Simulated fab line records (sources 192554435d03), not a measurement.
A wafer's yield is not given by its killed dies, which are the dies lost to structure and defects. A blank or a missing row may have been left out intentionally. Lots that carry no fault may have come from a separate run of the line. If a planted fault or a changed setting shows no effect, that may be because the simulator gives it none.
Chamber matching -- flow n5Finfet -- 4 sister chambers for N5_PMOS_HMC_CHANNEL_EPI_ETCH_32 on rieDiel-04
The step etches BARC in N2/H2, stops on SiO2, target depth 85.8 nm, time 50.3 s. 16 wafers are shown with their chamber, then 7 later ones without.

## WAFERS, EACH WITH ITS CHAMBER
wafer,chamber,showerheadPlenumPTorr (Torr),throttleValvePct (%),oesProductAu (a.u.)
L078.1,0,2.43,17.7,0.63
L078.2,2,2.54,18.2,0.62
L078.4,1,2.44,17.8,0.64
L079.2,3,2.46,17.8,0.69
L079.3,2,2.54,18.2,0.62
L079.5,2,2.54,18.2,0.63
L081.2,2,2.53,18.2,0.63
L081.3,1,2.44,17.8,0.65
L081.5,2,2.53,18.2,0.63
L087.3,1,2.43,17.8,0.63
L087.4,0,2.42,17.7,0.62
L087.6,1,2.43,17.8,0.63
L089.4,2,2.53,18.2,0.62
L089.5,1,2.43,17.9,0.63
L089.6,0,2.42,17.7,0.62
L092.1,0,2.42,17.8,0.61

SIGNATURES (means of the wafers above)
reading,chamber 0,chamber 1,chamber 2,chamber 3,scatter within a chamber
showerheadPlenumPTorr,2.4225,2.4340,2.5350,2.4600,0.00536
throttleValvePct,17.725,17.820,18.200,17.800,0.0359
oesProductAu,0.6200,0.6360,0.6250,0.6900,0.00747
Rule: for each reading, subtract the chamber's mean from the wafer's reading, divide by that reading's scatter and square the result; add these up over the readings and take the root, which gives the wafer's distance from the chamber. The wafer belongs to the nearest chamber; if the next one is less than 2 further off, it can't be placed. How the scatter is found: for the shown wafers, subtract from each reading the mean of its chamber, square and add these, divide the total by (wafers less chambers), then take the root.

## WAFERS WHOSE CHAMBER IS MISSING
wafer,showerheadPlenumPTorr (Torr),throttleValvePct (%),oesProductAu (a.u.)
L092.3,2.53,18.3,0.61
L092.6,2.42,17.8,0.62
L095.1,2.42,17.8,0.60
L095.6,2.42,17.8,0.62
L097.1,2.43,17.9,0.63
L097.3,2.52,18.3,0.60
L097.5,2.52,18.3,0.60

## WHICH CHAMBER EACH WENT THROUGH
wafer,from the rows above,in truth
L092.3,2,2
L092.6,can't be placed: 0 or 1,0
L095.1,0,0
L095.6,can't be placed: 0 or 1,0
L097.1,1,1
L097.3,2,2
L097.5,2,2
5 of 7 placed correctly. Unplaceable from these rows: 2, with the true chamber sitting among the candidates in 2. Placed wrongly: 0.
